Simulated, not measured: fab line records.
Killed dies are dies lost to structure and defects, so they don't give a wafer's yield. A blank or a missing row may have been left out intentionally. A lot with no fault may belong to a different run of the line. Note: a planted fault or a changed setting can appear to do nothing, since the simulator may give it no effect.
Split-lot trial    flow n5Finfet    39 wafers read across 7 lots, on a route 1938 steps long

THE SPLIT
At N5_GATE_CUT_EXPOSE_10 (exposes mask GATE CUT, target cd 20 nm), the setting doseMj was moved away from the recipe's 43.25 on 9 of the 39 wafers read, by -5.2% to +4.8%. For the rest of the wafers, this setting stayed at what the recipe calls for.

FROM THE SPLIT TO THE READING: what the file shows between them, 2 steps
- N5_GATE_CUT_PEB_11: peb time 60 s
- N5_GATE_CUT_DEVELOP_12: develop time 30 s

THE READING
At N5_GATE_CUT_CD_MEAS_13: cdNm in nanometres, against a target cd of 20 nm. Typical for fault-free wafers on this fab line: 20.05 nm, with standard deviation 0.25 nm.

wafer   tool, chamber at the split  doseMj as run  against the recipe  cdNm, nm  against lot-mates on the recipe
L074.1  euvScanner-01, 0            41.02          -5.2%               18.75     -1.13
L074.2  euvScanner-01, 0            41.02          -5.2%               18.70     -1.18
L074.3  euvScanner-01, 0            43.25          recipe              19.45     -
L074.4  euvScanner-01, 0            43.25          recipe              20.15     -
L074.5  euvScanner-01, 0            41.02          -5.2%               18.68     -1.20
L074.6  euvScanner-01, 0            43.25          recipe              20.03     -
L076.1  euvScanner-01, 0            43.25          recipe              19.96     -
L076.2  euvScanner-01, 0            43.25          recipe              19.91     -
L076.3  euvScanner-01, 0            43.25          recipe              20.12     -
L076.4  euvScanner-01, 0            43.25          recipe              20.00     -
L076.5  euvScanner-01, 0            43.25          recipe              19.71     -
L076.6  euvScanner-01, 0            43.25          recipe              20.10     -
L078.1  euvScanner-01, 0            43.25          recipe              20.06     -
L078.2  euvScanner-01, 0            43.25          recipe              20.10     -
L078.3  euvScanner-01, 0            43.25          recipe              19.51     -
L078.4  euvScanner-01, 0            43.25          recipe              20.52     -
L078.5  euvScanner-01, 0            43.25          recipe              19.85     -
L078.6  euvScanner-01, 0            43.25          recipe              20.20     -
L080.1  euvScanner-01, 0            43.25          recipe              20.39     -
L080.2  euvScanner-01, 0            43.25          recipe              20.30     -
L080.3  euvScanner-01, 0            43.25          recipe              20.43     -
L080.4  euvScanner-01, 0            45.33          +4.8%               21.45     +1.08
L080.5  euvScanner-01, 0            45.33          +4.8%               21.19     +0.82
L080.6  euvScanner-01, 0            45.33          +4.8%               21.48     +1.11
L082.3  euvScanner-01, 0            43.25          recipe              20.25     -
L082.4  euvScanner-01, 0            43.25          recipe              19.75     -
L082.6  euvScanner-01, 0            43.25          recipe              20.05     -
L093.1  euvScanner-01, 0            43.25          recipe              19.83     -
L093.2  euvScanner-01, 0            43.25          recipe              20.09     -
L093.3  euvScanner-01, 0            44.21          +2.2%               20.44     +0.43
L093.4  euvScanner-01, 0            44.21          +2.2%               20.33     +0.32
L093.5  euvScanner-01, 0            44.21          +2.2%               20.39     +0.38
L093.6  euvScanner-01, 0            43.25          recipe              20.10     -
L094.1  euvScanner-02, 0            43.25          recipe              20.27     -
L094.2  euvScanner-02, 0            43.25          recipe              20.08     -
L094.3  euvScanner-02, 0            43.25          recipe              20.47     -
L094.4  euvScanner-02, 0            43.25          recipe              20.19     -
L094.5  euvScanner-02, 0            43.25          recipe              20.22     -
L094.6  euvScanner-02, 0            43.25          recipe              20.29     -

FIT RESULTS
A straight line over all 39 wafers: cdNm changes by +0.256 nm for each +1% of doseMj; r = +0.91; the points scatter about the line by 0.24 nm.
The same after taking each lot's own level away (the mean of its wafers on the recipe; 39 wafers): +0.214 nm for each +1%; r = +0.92; scatter 0.19 nm.
The reading moves by 1.1 nm for the largest change in doseMj, on that fit.
The lots' own levels span 19.877 to 20.373 nm, that is 2.0 times the standard deviation above.
So the lot-to-lot level changes the slope: the two fits differ.
Check: with one of the wafers moved furthest among these (-5.2%) left out of the fit, the line predicts -1.12 nm for it against its lot-mates. Against them it came out at -1.13 nm.

THE WHOLE CHAIN: every reading that the file lists as answering this split, in the file's order
step                    what it does                                                      reading                                                         change (the file's fit)                r (the file's)
N5_GATE_CUT_CD_MEAS_13  target cd 20 nm                                                   cdNm                                                            +0.214 nm for each +1% of the setting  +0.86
N5_GATE_CUT_DESCUM_18   chemistry O2, time 7 s                                            GATE_CUT.cdNm (the simulator's own value, which no gauge read)  +0.239 nm for each +1% of the setting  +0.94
N5_GATE_CUT_ETCH_28     etches underlayer in N2/H2, target depth 13 nm, time 10.4 s       GATE_CUT.cdNm (the simulator's own value, which no gauge read)  +0.251 nm for each +1% of the setting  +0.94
N5_GATE_CUT_HM_OPEN_40  chemistry C4F6/O2, target SiO2, target depth 139 nm, time 85.1 s  GATE_CUT.cdNm (the simulator's own value, which no gauge read)  +0.229 nm for each +1% of the setting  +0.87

THE FILE'S OWN FIT
cdNm changes by +0.214 nm for each +1% of doseMj, r = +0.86.
